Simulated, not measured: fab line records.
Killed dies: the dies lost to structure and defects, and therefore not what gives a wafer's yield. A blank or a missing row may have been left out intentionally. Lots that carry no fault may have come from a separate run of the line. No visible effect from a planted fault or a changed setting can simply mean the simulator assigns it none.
Split-lot study :: flow n5Finfet :: 39 wafers read from 7 lots, route of 1938 steps

ABOUT THE SPLIT
At N5_DUMMY_GATE_ETCH_31 (etches SiO2 in C4F6/O2, target depth 82.5 nm, time 27.5 s), the setting targetDepthA was moved away from the recipe's 825 angstrom on 12 of the 39 wafers read, by -12.5% to +7.4%. For the rest of the wafers, this setting stayed at what the recipe calls for.

The reading comes from the split's own step.

THE READING
SOC_of_DUMMY_GATE_COAT_34.thkNm (the simulator's own value, which no gauge read), in nm, at N5_DUMMY_GATE_ETCH_31 (etches SiO2 in C4F6/O2, target depth 82.5 nm, time 27.5 s). No usual value for it is given in the file. Average 52.0 nm, standard deviation 0.15 nm, over the 27 wafers here run with the recipe.

wafer: L075.1
tool, chamber at the split: rieDiel-04, 1
targetDepthA as run, angstrom: 825
against the recipe: recipe
SOC_of_DUMMY_GATE_COAT_34.thkNm, nm: 52
against lot-mates on the recipe: -

wafer: L075.3
tool, chamber at the split: rieDiel-04, 0
targetDepthA as run, angstrom: 825
against the recipe: recipe
SOC_of_DUMMY_GATE_COAT_34.thkNm, nm: 51.8
against lot-mates on the recipe: -

wafer: L075.6
tool, chamber at the split: rieDiel-04, 3
targetDepthA as run, angstrom: 825
against the recipe: recipe
SOC_of_DUMMY_GATE_COAT_34.thkNm, nm: 52
against lot-mates on the recipe: -

wafer: L079.1
tool, chamber at the split: rieDiel-02, 1
targetDepthA as run, angstrom: 781
against the recipe: -5.3%
SOC_of_DUMMY_GATE_COAT_34.thkNm, nm: 52.2
against lot-mates on the recipe: +0.1

wafer: L079.2
tool, chamber at the split: rieDiel-02, 0
targetDepthA as run, angstrom: 825
against the recipe: recipe
SOC_of_DUMMY_GATE_COAT_34.thkNm, nm: 52
against lot-mates on the recipe: -

wafer: L079.3
tool, chamber at the split: rieDiel-02, 3
targetDepthA as run, angstrom: 825
against the recipe: recipe
SOC_of_DUMMY_GATE_COAT_34.thkNm, nm: 52.2
against lot-mates on the recipe: -

wafer: L079.4
tool, chamber at the split: rieDiel-02, 2
targetDepthA as run, angstrom: 781
against the recipe: -5.3%
SOC_of_DUMMY_GATE_COAT_34.thkNm, nm: 52.2
against lot-mates on the recipe: +0.1

wafer: L079.5
tool, chamber at the split: rieDiel-02, 0
targetDepthA as run, angstrom: 781
against the recipe: -5.3%
SOC_of_DUMMY_GATE_COAT_34.thkNm, nm: 52.6
against lot-mates on the recipe: +0.5

wafer: L079.6
tool, chamber at the split: rieDiel-02, 3
targetDepthA as run, angstrom: 825
against the recipe: recipe
SOC_of_DUMMY_GATE_COAT_34.thkNm, nm: 52
against lot-mates on the recipe: -

wafer: L088.1
tool, chamber at the split: rieDiel-02, 3
targetDepthA as run, angstrom: 825
against the recipe: recipe
SOC_of_DUMMY_GATE_COAT_34.thkNm, nm: 51.8
against lot-mates on the recipe: -

wafer: L088.2
tool, chamber at the split: rieDiel-02, 2
targetDepthA as run, angstrom: 886.2
against the recipe: +7.4%
SOC_of_DUMMY_GATE_COAT_34.thkNm, nm: 51
against lot-mates on the recipe: -0.8

wafer: L088.3
tool, chamber at the split: rieDiel-02, 0
targetDepthA as run, angstrom: 886.2
against the recipe: +7.4%
SOC_of_DUMMY_GATE_COAT_34.thkNm, nm: 51.2
against lot-mates on the recipe: -0.6

wafer: L088.4
tool, chamber at the split: rieDiel-02, 3
targetDepthA as run, angstrom: 886.2
against the recipe: +7.4%
SOC_of_DUMMY_GATE_COAT_34.thkNm, nm: 51.4
against lot-mates on the recipe: -0.4

wafer: L088.5
tool, chamber at the split: rieDiel-02, 2
targetDepthA as run, angstrom: 825
against the recipe: recipe
SOC_of_DUMMY_GATE_COAT_34.thkNm, nm: 51.8
against lot-mates on the recipe: -

wafer: L088.6
tool, chamber at the split: rieDiel-02, 0
targetDepthA as run, angstrom: 825
against the recipe: recipe
SOC_of_DUMMY_GATE_COAT_34.thkNm, nm: 51.8
against lot-mates on the recipe: -

wafer: L090.1
tool, chamber at the split: rieDiel-03, 3
targetDepthA as run, angstrom: 825
against the recipe: recipe
SOC_of_DUMMY_GATE_COAT_34.thkNm, nm: 52
against lot-mates on the recipe: -

wafer: L090.2
tool, chamber at the split: rieDiel-03, 0
targetDepthA as run, angstrom: 825
against the recipe: recipe
SOC_of_DUMMY_GATE_COAT_34.thkNm, nm: 51.8
against lot-mates on the recipe: -

wafer: L090.3
tool, chamber at the split: rieDiel-03, 1
targetDepthA as run, angstrom: 825
against the recipe: recipe
SOC_of_DUMMY_GATE_COAT_34.thkNm, nm: 52.2
against lot-mates on the recipe: -

wafer: L090.4
tool, chamber at the split: rieDiel-03, 2
targetDepthA as run, angstrom: 825
against the recipe: recipe
SOC_of_DUMMY_GATE_COAT_34.thkNm, nm: 52.2
against lot-mates on the recipe: -

wafer: L090.5
tool, chamber at the split: rieDiel-03, 2
targetDepthA as run, angstrom: 825
against the recipe: recipe
SOC_of_DUMMY_GATE_COAT_34.thkNm, nm: 52
against lot-mates on the recipe: -

wafer: L090.6
tool, chamber at the split: rieDiel-03, 1
targetDepthA as run, angstrom: 825
against the recipe: recipe
SOC_of_DUMMY_GATE_COAT_34.thkNm, nm: 52
against lot-mates on the recipe: -

wafer: L091.1
tool, chamber at the split: rieDiel-04, 1
targetDepthA as run, angstrom: 825
against the recipe: recipe
SOC_of_DUMMY_GATE_COAT_34.thkNm, nm: 51.8
against lot-mates on the recipe: -

wafer: L091.2
tool, chamber at the split: rieDiel-04, 0
targetDepthA as run, angstrom: 825
against the recipe: recipe
SOC_of_DUMMY_GATE_COAT_34.thkNm, nm: 52
against lot-mates on the recipe: -

wafer: L091.3
tool, chamber at the split: rieDiel-04, 2
targetDepthA as run, angstrom: 825
against the recipe: recipe
SOC_of_DUMMY_GATE_COAT_34.thkNm, nm: 52.2
against lot-mates on the recipe: -

wafer: L091.4
tool, chamber at the split: rieDiel-04, 3
targetDepthA as run, angstrom: 825
against the recipe: recipe
SOC_of_DUMMY_GATE_COAT_34.thkNm, nm: 52
against lot-mates on the recipe: -

wafer: L091.5
tool, chamber at the split: rieDiel-04, 0
targetDepthA as run, angstrom: 825
against the recipe: recipe
SOC_of_DUMMY_GATE_COAT_34.thkNm, nm: 52
against lot-mates on the recipe: -

wafer: L091.6
tool, chamber at the split: rieDiel-04, 1
targetDepthA as run, angstrom: 825
against the recipe: recipe
SOC_of_DUMMY_GATE_COAT_34.thkNm, nm: 52
against lot-mates on the recipe: -

wafer: L096.1
tool, chamber at the split: rieDiel-02, 2
targetDepthA as run, angstrom: 721.9
against the recipe: -12.5%
SOC_of_DUMMY_GATE_COAT_34.thkNm, nm: 52.4
against lot-mates on the recipe: +0.6

wafer: L096.6
tool, chamber at the split: rieDiel-02, 2
targetDepthA as run, angstrom: 721.9
against the recipe: -12.5%
SOC_of_DUMMY_GATE_COAT_34.thkNm, nm: 52.4
against lot-mates on the recipe: +0.6

wafer: L096.2
tool, chamber at the split: rieDiel-02, 1
targetDepthA as run, angstrom: 825
against the recipe: recipe
SOC_of_DUMMY_GATE_COAT_34.thkNm, nm: 51.8
against lot-mates on the recipe: -

wafer: L096.3
tool, chamber at the split: rieDiel-02, 0
targetDepthA as run, angstrom: 721.9
against the recipe: -12.5%
SOC_of_DUMMY_GATE_COAT_34.thkNm, nm: 52.8
against lot-mates on the recipe: +1.0

wafer: L096.4
tool, chamber at the split: rieDiel-02, 1
targetDepthA as run, angstrom: 825
against the recipe: recipe
SOC_of_DUMMY_GATE_COAT_34.thkNm, nm: 51.6
against lot-mates on the recipe: -

wafer: L096.5
tool, chamber at the split: rieDiel-02, 0
targetDepthA as run, angstrom: 825
against the recipe: recipe
SOC_of_DUMMY_GATE_COAT_34.thkNm, nm: 52
against lot-mates on the recipe: -

wafer: L097.1
tool, chamber at the split: rieDiel-04, 0
targetDepthA as run, angstrom: 729.2
against the recipe: -11.6%
SOC_of_DUMMY_GATE_COAT_34.thkNm, nm: 53
against lot-mates on the recipe: +0.9

wafer: L097.2
tool, chamber at the split: rieDiel-04, 3
targetDepthA as run, angstrom: 825
against the recipe: recipe
SOC_of_DUMMY_GATE_COAT_34.thkNm, nm: 52.2
against lot-mates on the recipe: -

wafer: L097.3
tool, chamber at the split: rieDiel-04, 1
targetDepthA as run, angstrom: 729.2
against the recipe: -11.6%
SOC_of_DUMMY_GATE_COAT_34.thkNm, nm: 53
against lot-mates on the recipe: +0.9

wafer: L097.4
tool, chamber at the split: rieDiel-04, 0
targetDepthA as run, angstrom: 825
against the recipe: recipe
SOC_of_DUMMY_GATE_COAT_34.thkNm, nm: 52
against lot-mates on the recipe: -

wafer: L097.5
tool, chamber at the split: rieDiel-04, 1
targetDepthA as run, angstrom: 825
against the recipe: recipe
SOC_of_DUMMY_GATE_COAT_34.thkNm, nm: 52
against lot-mates on the recipe: -

wafer: L097.6
tool, chamber at the split: rieDiel-04, 3
targetDepthA as run, angstrom: 729.2
against the recipe: -11.6%
SOC_of_DUMMY_GATE_COAT_34.thkNm, nm: 53
against lot-mates on the recipe: +0.9

THE FIT
A straight line over all 39 wafers: SOC_of_DUMMY_GATE_COAT_34.thkNm changes by -0.0731 nm for each +1% of targetDepthA; r = -0.89; the points scatter about the line by 0.2 nm.
The same after taking each lot's own level away (the mean of its wafers on the recipe; 39 wafers): -0.07 nm for each +1%; r = -0.93; scatter 0.15 nm.
The reading moves by 0.88 nm for the largest change in targetDepthA, on that fit.
Across the lots, their own levels run from 51.80 to 52.07 nm, a range of 1.8 times the standard deviation given above.
The two slopes are in agreement: the lot-to-lot level therefore moves the slope only a little.
Check: for one of the wafers moved furthest among these (-12.5%), held out of the fit, the line's prediction against its lot-mates is +0.902 nm. Against them it came out at +0.6 nm.

ADDITIONAL SPLITS CARRIED BY THESE WAFERS
These wafers also went through other splits before the reading. Each is held against what the fit with the lots' levels taken away leaves over:
other split on the same wafers: N5_FIN_SAQP_FIN_ETCH_36 biasW
wafers away from the commonest value: 18
r with SOC_of_DUMMY_GATE_COAT_34.thkNm (lot level and that fit taken away): +0.06

other split on the same wafers: N5_DUMMY_GATE_EXPOSE_12 doseMj
wafers away from the commonest value: 12
r with SOC_of_DUMMY_GATE_COAT_34.thkNm (lot level and that fit taken away): +0.15

other split on the same wafers: N5_DUMMY_GATE_ETCH_37 sourceW
wafers away from the commonest value: 18
r with SOC_of_DUMMY_GATE_COAT_34.thkNm (lot level and that fit taken away): +0.23

THE WHOLE CHAIN: every reading that the file lists as answering this split, in the file's order
step: N5_DUMMY_GATE_ETCH_31
what it does: etches SiO2 in C4F6/O2, target depth 82.5 nm, time 27.5 s
reading: etch.depthNm (the simulator's own value, which no gauge read)
change (the file's fit): +0.765 nm for each +1% of the setting
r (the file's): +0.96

step: N5_DUMMY_GATE_ETCH_31
what it does: etches SiO2 in C4F6/O2, target depth 82.5 nm, time 27.5 s
reading: SOC_of_DUMMY_GATE_COAT_34.thkNm (the simulator's own value, which no gauge read)
change (the file's fit): -0.0691 nm for each +1% of the setting
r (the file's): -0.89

FILE'S OWN FIT
SOC_of_DUMMY_GATE_COAT_34.thkNm changes by -0.0691 nm for each +1% of targetDepthA, r = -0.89.
